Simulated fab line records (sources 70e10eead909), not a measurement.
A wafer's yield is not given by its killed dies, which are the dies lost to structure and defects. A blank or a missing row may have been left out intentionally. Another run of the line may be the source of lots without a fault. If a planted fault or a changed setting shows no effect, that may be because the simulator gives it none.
Matching of chambers -- flow nand-harc -- rie-diel-08 running NHARC_A_STAIRCASE_DESCUM_443: 4 sister chambers
The step chemistry O2, time 3 s. 4 wafers are shown with their chamber, then 10 later ones without.

WAFERS WITH THEIR CHAMBER
wafer,chamber,showerhead-plenum-p-Torr (Torr)
L081.6,3,1.97
L087.2,1,1.86
L088.2,0,1.94
L088.3,2,2.06

WAFERS WITHOUT THEIR CHAMBER
wafer,showerhead-plenum-p-Torr (Torr)
L088.6,1.96
L093.2,1.86
L093.3,2.06
L093.5,1.86
L094.1,1.96
L094.4,2.06
L094.6,1.94
L096.1,1.94
L096.4,1.85
L096.6,1.85

CHAMBER TAKEN BY EACH
wafer,from the rows above,in truth
L088.6,can't be placed: 3 or 0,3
L093.2,1,1
L093.3,2,2
L093.5,1,1
L094.1,can't be placed: 3 or 0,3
L094.4,2,2
L094.6,0,0
L096.1,0,0
L096.4,1,1
L096.6,1,1
Correct placement for 8 of the 10. These rows do not allow placing 2 (true chamber among the candidates in 2). Placed wrongly: 0.
How it was worked out, from the rows above alone: a wafer's distance from a chamber is the root of the sum, over the readings, of the square of ((its reading less the chamber's mean) divided by the reading's scatter). If the next closest chamber is less than 2 further off than the closest, the wafer can't be placed; otherwise it belongs to the closest. Each chamber's mean is taken over the wafers shown for it. The scatter: root of mean squared gap, hidden wafer to nearest shown wafer, with one shown wafer a chamber.
